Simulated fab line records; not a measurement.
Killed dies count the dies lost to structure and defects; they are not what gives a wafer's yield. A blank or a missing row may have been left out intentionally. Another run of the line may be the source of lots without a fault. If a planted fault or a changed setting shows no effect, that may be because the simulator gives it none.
Matching of chambers | flow n5Finfet | N5_BEOL_M6_STRIP_19 on rieDiel-01: 4 sister chambers
The step strips in O2. 4 wafers are shown with their chamber, then 9 later ones without.

== WAFERS WITH THEIR CHAMBER ==
wafer  | chamber | showerheadPlenumPTorr (Torr)
L079.4 | 0       | 2.14
L081.4 | 2       | 2.23
L083.2 | 1       | 2.01
L083.6 | 3       | 2.21

== WAFERS WITH NO CHAMBER GIVEN ==
wafer  | showerheadPlenumPTorr (Torr)
L088.1 | 2.14
L088.2 | 2.20
L088.3 | 2.01
L093.1 | 2.13
L093.4 | 2.13
L093.6 | 2.01
L096.1 | 2.19
L096.3 | 2.00
L096.5 | 2.00

== EACH ONE'S CHAMBER ==
wafer  | from the rows above | in truth
L088.1 | 0                   | 0
L088.2 | 3                   | 3
L088.3 | 1                   | 1
L093.1 | 0                   | 0
L093.4 | 0                   | 0
L093.6 | 1                   | 1
L096.1 | 3                   | 3
L096.3 | 1                   | 1
L096.5 | 1                   | 1
9 of 9 placed correctly. Not placeable from these rows: 0. Placed wrongly: 0.
How it was worked out, from the rows above alone: a wafer's distance from a chamber is the root of the sum, over the readings, of the square of ((its reading less the chamber's mean) divided by the reading's scatter). If the next closest chamber is less than 2 further off than the closest, the wafer can't be placed; otherwise it belongs to the closest. A chamber's mean is the mean of its shown wafers. The scatter: with one shown wafer a chamber, the root of the mean of the squares of how far each hidden wafer lies from its nearest shown one.
